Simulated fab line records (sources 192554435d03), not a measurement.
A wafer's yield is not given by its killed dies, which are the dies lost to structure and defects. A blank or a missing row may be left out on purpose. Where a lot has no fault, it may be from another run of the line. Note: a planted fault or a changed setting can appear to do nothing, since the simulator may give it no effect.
Matching of chambers :: flow n5 finfet :: N5_FIN_SAQP_ETCH_65 on rie si-01 has 4 sister chambers
The step etches SiO2 in CF4, target depth 4 nm, time 4.4 s. 18 wafers are shown with their chamber, then 9 later ones without.

== EACH WAFER AND ITS CHAMBER ==
wafer: L074.1
chamber: 1
drypump motor current A (A): 5.5
throttle valve pct (%): 22.46
he backside leak sccm (sccm): 2.76

wafer: L074.4
chamber: 2
drypump motor current A (A): 5.5
throttle valve pct (%): 21.82
he backside leak sccm (sccm): 2.54

wafer: L074.6
chamber: 2
drypump motor current A (A): 5.5
throttle valve pct (%): 21.82
he backside leak sccm (sccm): 2.69

wafer: L075.2
chamber: 1
drypump motor current A (A): 5.5
throttle valve pct (%): 22.46
he backside leak sccm (sccm): 3.07

wafer: L075.3
chamber: 2
drypump motor current A (A): 5.5
throttle valve pct (%): 21.82
he backside leak sccm (sccm): 2.63

wafer: L075.6
chamber: 1
drypump motor current A (A): 5.4
throttle valve pct (%): 22.44
he backside leak sccm (sccm): 2.77

wafer: L080.1
chamber: 0
drypump motor current A (A): 6.6
throttle valve pct (%): 21.56
he backside leak sccm (sccm): 2.75

wafer: L080.3
chamber: 2
drypump motor current A (A): 5.5
throttle valve pct (%): 21.81
he backside leak sccm (sccm): 2.80

wafer: L080.5
chamber: 3
drypump motor current A (A): 5.5
throttle valve pct (%): 22.11
he backside leak sccm (sccm): 3.23

wafer: L084.3
chamber: 2
drypump motor current A (A): 5.5
throttle valve pct (%): 21.82
he backside leak sccm (sccm): 2.84

wafer: L084.4
chamber: 3
drypump motor current A (A): 5.5
throttle valve pct (%): 22.09
he backside leak sccm (sccm): 3.19

wafer: L084.6
chamber: 0
drypump motor current A (A): 6.6
throttle valve pct (%): 21.57
he backside leak sccm (sccm): 2.76

wafer: L087.2
chamber: 2
drypump motor current A (A): 5.5
throttle valve pct (%): 21.80
he backside leak sccm (sccm): 2.63

wafer: L087.5
chamber: 0
drypump motor current A (A): 6.6
throttle valve pct (%): 21.56
he backside leak sccm (sccm): 2.72

wafer: L087.6
chamber: 1
drypump motor current A (A): 5.4
throttle valve pct (%): 22.45
he backside leak sccm (sccm): 2.84

wafer: L088.1
chamber: 2
drypump motor current A (A): 5.5
throttle valve pct (%): 21.83
he backside leak sccm (sccm): 2.39

wafer: L088.4
chamber: 0
drypump motor current A (A): 6.6
throttle valve pct (%): 21.55
he backside leak sccm (sccm): 2.71

wafer: L088.5
chamber: 1
drypump motor current A (A): 5.4
throttle valve pct (%): 22.43
he backside leak sccm (sccm): 2.87

SIGNATURES, as means of the wafers listed above
reading: drypump motor current A
chamber 0: 6.600
chamber 1: 5.440
chamber 2: 5.500
chamber 3: 5.500
scatter within a chamber: 0.0293

reading: throttle valve pct
chamber 0: 21.5600
chamber 1: 22.4480
chamber 2: 21.8171
chamber 3: 22.1000
scatter within a chamber: 0.0108

reading: he backside leak sccm
chamber 0: 2.7350
chamber 1: 2.8620
chamber 2: 2.6457
chamber 3: 3.2100
scatter within a chamber: 0.121
Rule: distance of a wafer from a chamber = root of the sum over the readings of ((wafer's reading minus chamber's mean) / reading's scatter) squared. The wafer belongs to the nearest chamber; if the next one is less than 2 further off, it can't be placed. The scatter: the root of (the sum of the squares of (reading less its chamber's mean) over the shown wafers, divided by (wafers less chambers)).

== WAFERS WITHOUT THEIR CHAMBER ==
wafer: L090.3
drypump motor current A (A): 5.5
throttle valve pct (%): 21.81
he backside leak sccm (sccm): 2.95

wafer: L090.4
drypump motor current A (A): 6.6
throttle valve pct (%): 21.57
he backside leak sccm (sccm): 2.67

wafer: L090.6
drypump motor current A (A): 5.4
throttle valve pct (%): 22.46
he backside leak sccm (sccm): 2.67

wafer: L093.3
drypump motor current A (A): 5.5
throttle valve pct (%): 21.84
he backside leak sccm (sccm): 2.48

wafer: L093.5
drypump motor current A (A): 5.5
throttle valve pct (%): 21.84
he backside leak sccm (sccm): 2.90

wafer: L093.6
drypump motor current A (A): 6.6
throttle valve pct (%): 21.56
he backside leak sccm (sccm): 2.80

wafer: L096.4
drypump motor current A (A): 5.4
throttle valve pct (%): 22.44
he backside leak sccm (sccm): 2.71

wafer: L096.5
drypump motor current A (A): 5.5
throttle valve pct (%): 21.82
he backside leak sccm (sccm): 2.76

wafer: L096.6
drypump motor current A (A): 5.4
throttle valve pct (%): 22.44
he backside leak sccm (sccm): 2.79

== CHAMBER TAKEN BY EACH ==
wafer: L090.3
from the rows above: 2
in truth: 2

wafer: L090.4
from the rows above: 0
in truth: 0

wafer: L090.6
from the rows above: 1
in truth: 1

wafer: L093.3
from the rows above: 2
in truth: 2

wafer: L093.5
from the rows above: 2
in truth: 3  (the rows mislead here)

wafer: L093.6
from the rows above: 0
in truth: 0

wafer: L096.4
from the rows above: 1
in truth: 1

wafer: L096.5
from the rows above: 2
in truth: 2

wafer: L096.6
from the rows above: 1
in truth: 1
Correct placement for 8 of the 9. From these rows, 0 cannot be placed. Placed wrongly: 1.
